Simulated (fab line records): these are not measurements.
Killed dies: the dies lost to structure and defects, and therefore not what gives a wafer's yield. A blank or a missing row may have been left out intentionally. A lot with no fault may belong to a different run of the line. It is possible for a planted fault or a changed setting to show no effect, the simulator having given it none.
Matching of chambers / flow nand harc / cmp-04 running NHARC_P_BONDPAD_CMP_32: 4 sister chambers
The step polishes SiCN, target thk 200 nm. 8 wafers are shown with their chamber, then 7 later ones without.

WAFERS WITH THEIR CHAMBER
wafer=L083.3; chamber=1; motor current A (A)=11.5
wafer=L085.1; chamber=2; motor current A (A)=11.1
wafer=L085.6; chamber=3; motor current A (A)=12.5
wafer=L090.2; chamber=2; motor current A (A)=11.1
wafer=L090.4; chamber=0; motor current A (A)=11.5
wafer=L090.5; chamber=0; motor current A (A)=11.4
wafer=L094.2; chamber=1; motor current A (A)=11.6
wafer=L094.3; chamber=3; motor current A (A)=12.5

WAFERS WITH NO CHAMBER GIVEN
wafer=L094.4; motor current A (A)=11.2
wafer=L095.1; motor current A (A)=11.3
wafer=L095.2; motor current A (A)=12.6
wafer=L095.5; motor current A (A)=12.1
wafer=L096.1; motor current A (A)=11.3
wafer=L096.2; motor current A (A)=11.0
wafer=L096.3; motor current A (A)=12.8

CHAMBER TAKEN BY EACH
wafer=L094.4; from the rows above=2; in truth=2
wafer=L095.1; from the rows above=can't be placed: 0 or 2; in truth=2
wafer=L095.2; from the rows above=3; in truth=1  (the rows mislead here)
wafer=L095.5; from the rows above=3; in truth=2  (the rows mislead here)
wafer=L096.1; from the rows above=can't be placed: 0 or 2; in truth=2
wafer=L096.2; from the rows above=2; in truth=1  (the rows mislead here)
wafer=L096.3; from the rows above=3; in truth=3
Placed correctly: 2 of 7. These rows do not allow placing 2 (true chamber among the candidates in 2). Number placed wrongly: 3.
How it was worked out, from the rows above alone: a wafer's distance from a chamber is the root of the sum, over the readings, of the square of ((its reading less the chamber's mean) divided by the reading's scatter). The wafer belongs to the nearest chamber; if the next one is less than 2 further off, it can't be placed. A chamber's mean is the mean of its shown wafers. The scatter is the square root of a quotient: the sum, over the shown wafers, of each reading's squared deviation from its chamber's mean, divided by wafers minus chambers.
